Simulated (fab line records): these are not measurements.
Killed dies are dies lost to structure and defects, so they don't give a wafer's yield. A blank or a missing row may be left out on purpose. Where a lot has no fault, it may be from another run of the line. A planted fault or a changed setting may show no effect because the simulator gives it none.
3 desks, one fault / flow n5 finfet / each desk has only its own numbers; what lay behind them comes last

THE DEFECT DESK
Per lot, the means of the sampled wafers with a number show what the inspections along the route counted. Marked OUT: a lot whose mean sits more than 4 standard deviations from the usual mean, which makes it out of limits; the brackets give that distance.
Columns: A = raw defect count at N5_DUMMY_REMOVAL_INSPECT_06, usual 13
lot=L375; first seen here=day 5 14:04; A=16
lot=L381; first seen here=day 6 23:41; A=11
lot=L382; first seen here=day 7 06:46; A=5
lot=L383; first seen here=day 7 14:23; A=11
lot=L385; first seen here=day 8 04:12; A=21
lot=L387; first seen here=day 8 15:53; A=15
Result from this desk: across the 6 lots, nothing is out of limits.

METROLOGY DESK
Lot by lot, what the gauges showed, no matter which tool ran the lot: averages of those sampled wafers that carry a number. Marked OUT: a lot whose mean sits more than 4 standard deviations from the usual mean, which makes it out of limits; the brackets give that distance. 7 of its 10 readings are shown, namely those furthest out on some lot.
Columns: A = DIBL_N at N5_BEOL_M4_RC_MEAS_101, usual 36.0 mV/V; B = DIBL_P at N5_BEOL_M4_RC_MEAS_101, usual 35.8 mV/V; C = IOFF_N at N5_BEOL_M4_RC_MEAS_101, usual 0.15 nA/um; D = IOFF_P at N5_BEOL_M4_RC_MEAS_101, usual 0.20 nA/um; E = ION_P at N5_BEOL_M4_RC_MEAS_101, usual 460 uA/um; F = SS_N at N5_BEOL_M4_RC_MEAS_101, usual 71.5 mV/dec; G = VT_P at N5_BEOL_M4_RC_MEAS_101, usual -251 mV
lot=L375; first seen here=day 9 08:35; A=38.3; B=38.6; C=0.18; D=0.23; E=456; F=72.2; G=-248
lot=L381; first seen here=day 10 22:16; A=34.1; B=34.5; C=0.13; D=0.18; E=456; F=71.0; G=-253
lot=L382; first seen here=day 11 15:10; A=35.9; B=34.7; C=0.13; D=0.18; E=458; F=71.6; G=-251
lot=L383; first seen here=day 11 22:11; A=36.6; B=37.2; C=0.16; D=0.19; E=461; F=72.1; G=-252
lot=L385; first seen here=day 12 01:55; A=35.3; B=34.5; C=0.14; D=0.17; E=455; F=71.0; G=-254
lot=L387; first seen here=day 12 10:23; A=34.8; B=35.9; C=0.14; D=0.16; E=451; F=70.8; G=-255
Result from this desk: across the 6 lots, nothing is out of limits.

FOR THE TOOL OWNER'S DESK: litho track-05
The tool's own readings at N5_HKMG_FIN_COAT_41 (time 60 s, resist thk 300 nm): means of the sampled wafers that have a number, for each lot that ran on this tool. Marked OUT: a lot whose mean sits more than 4 standard deviations from the usual mean, which makes it out of limits; the brackets give that distance.
Columns: A = spin speed rpm at N5_HKMG_FIN_COAT_41, usual 1499.8 rpm
lot=L381; first seen here=day 7 00:44; A=1499.1
lot=L382; first seen here=day 7 08:00; A=1443.4 (-66) OUT
lot=L383; first seen here=day 7 15:41; A=1442.8 (-67) OUT
This desk finds L382, L383 out of limits, L382 being first, at day 7 08:00 (spin speed rpm at N5_HKMG_FIN_COAT_41). L381: within limits.

TAKEN TOGETHER
At day 7 08:00, on L382, L383, the tool owner's desk was in a position to raise an alarm.
Nothing the defect desk looked at was out of limits.
From the metrology desk's view, nothing was out of limits.
The defect desk has L382, L383 on record, within its limits.
The metrology desk holds a record of L382, L383, inside its limits.
The lots listed all ran N5_HKMG_FIN_COAT_41 on litho track-05.

WHAT THE SIMULATOR HAD PUT IN
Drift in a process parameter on litho track-05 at N5_HKMG_FIN_COAT_41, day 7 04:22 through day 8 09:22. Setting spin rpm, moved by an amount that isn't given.
Lots struck among those shown: L382, L383.
Delay in hours, fault start to first out-of-limits reading, by desk: the tool owner's desk at 4.
